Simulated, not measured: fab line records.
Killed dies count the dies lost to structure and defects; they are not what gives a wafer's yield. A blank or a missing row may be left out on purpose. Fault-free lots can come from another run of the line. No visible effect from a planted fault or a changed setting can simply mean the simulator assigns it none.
2 desks looking at one fault | flow n5_finfet | what lay behind the numbers comes last; until then each desk has only its own

## FROM THE METROLOGY DESK
Lot by lot, what the gauges showed, no matter which tool ran the lot: averages of those sampled wafers that carry a number. If a lot's mean is further than 4 standard deviations from the usual mean, the lot is out of limits and carries the mark OUT (the distance appears in the brackets). 7 of its 12 readings are shown, namely those furthest out on some lot.
Columns: A = cd_nm at N5_BEOL_M0_CUTY_CD_MEAS_57, usual 199.7 nm; B = M0_ABLK_OVL at N5_BEOL_M0_CUTY_OVL_MEAS_58, usual 0.2 nm; C = DIBL_P at N5_BEOL_M4_RC_MEAS_101, usual 36.2 mV/V; D = IOFF_P at N5_BEOL_M4_RC_MEAS_101, usual 0.21 nA/um; E = SS_N at N5_BEOL_M4_RC_MEAS_101, usual 71.4 mV/dec; F = VT_N at N5_BEOL_M4_RC_MEAS_101, usual 250.2 mV; G = VT_P at N5_BEOL_M4_RC_MEAS_101, usual -251 mV
lot  | first seen here | A     | B    | C    | D    | E    | F     | G
L523 | day 6 13:50     | 200.3 | -1.0 | 35.5 | 0.26 | 71.0 | 250.7 | -243
L527 | day 6 21:01     | 198.9 | 0.5  | 37.4 | 0.21 | 71.7 | 249.7 | -248
L529 | day 7 07:01     | 198.9 | 0.5  | 36.2 | 0.19 | 71.3 | 250.2 | -251
L532 | day 7 21:41     | 199.6 | -0.0 | 35.6 | 0.20 | 71.6 | 249.9 | -252
L533 | day 8 03:37     | 199.9 | -0.2 | 36.3 | 0.19 | 71.6 | 249.3 | -253
L539 | day 9 19:06     | 198.7 | 0.2  | 34.0 | 0.17 | 71.3 | 253.3 | -255
L542 | day 10 11:31    | 198.8 | 0.8  | 33.5 | 0.19 | 70.7 | 255.1 | -252
L543 | day 10 17:01    | 198.6 | 0.8  | 37.1 | 0.20 | 71.4 | 247.9 | -250
L546 | day 11 11:10    | 200.7 | 0.7  | 37.1 | 0.22 | 71.7 | 251.0 | -251
Finding of this desk: none of the 9 lots has anything out of limits.

## DESK OF THE TOOL OWNER: rie_diel-05
The tool's own readings at N5_BEOL_M0_CUTY_ETCH_62 (etches SiARC in CF4, time 58.5 s): means of the sampled wafers that have a number, for each lot that ran on this tool. If a lot's mean is further than 4 standard deviations from the usual mean, the lot is out of limits and carries the mark OUT (the distance appears in the brackets).
Columns: A = drypump_motor_current_A at N5_BEOL_M0_CUTY_ETCH_62, usual 5.8 A; B = etch_rf_on_time_s at N5_BEOL_M0_CUTY_ETCH_62, usual 58.0 s; C = oes_product_au at N5_BEOL_M0_CUTY_ETCH_62, usual 0.70 a.u.; D = rf_fwd_power_W at N5_BEOL_M0_CUTY_ETCH_62, usual 536.6 W; E = rf_vpp_V at N5_BEOL_M0_CUTY_ETCH_62, usual 184.0 V; F = showerhead_plenum_p_Torr at N5_BEOL_M0_CUTY_ETCH_62, usual 2.14 Torr; G = throttle_valve_pct at N5_BEOL_M0_CUTY_ETCH_62, usual 15.62 %
lot  | first seen here | A   | B               | C    | D     | E     | F    | G
L523 | day 6 13:58     | 5.5 | 57.6            | 0.66 | 536.8 | 184.8 | 2.18 | 15.66
L527 | day 6 21:08     | 5.8 | 58.0            | 0.74 | 535.4 | 184.4 | 2.18 | 15.56
L529 | day 7 07:18     | 5.7 | 52.0 (-4.3) OUT | 0.79 | 536.3 | 184.2 | 2.17 | 15.57
L533 | day 8 03:44     | 5.7 | 52.4            | 0.77 | 534.0 | 185.5 | 2.17 | 15.58
Finding of this desk: L529 out of limits; the first was L529 at day 7 07:18, on etch_rf_on_time_s at N5_BEOL_M0_CUTY_ETCH_62. L523, L527, L533 stayed within limits.

## TAKEN TOGETHER
The tool owner's desk could have raised an alarm at day 7 07:18, on L529.
Metrology desk: nothing out of limits seen.
The metrology desk has L529 on record, within its limits.
Every lot named ran N5_BEOL_M0_CUTY_ETCH_62 on rie_diel-05.

## WHAT THE SIMULATOR PUT IN
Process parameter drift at N5_BEOL_M0_CUTY_ETCH_62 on rie_diel-05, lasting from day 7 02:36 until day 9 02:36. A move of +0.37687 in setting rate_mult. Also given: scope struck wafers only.
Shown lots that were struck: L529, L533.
How many hours passed from the start of the fault until each desk's first out-of-limits reading: the tool owner's desk, 5.
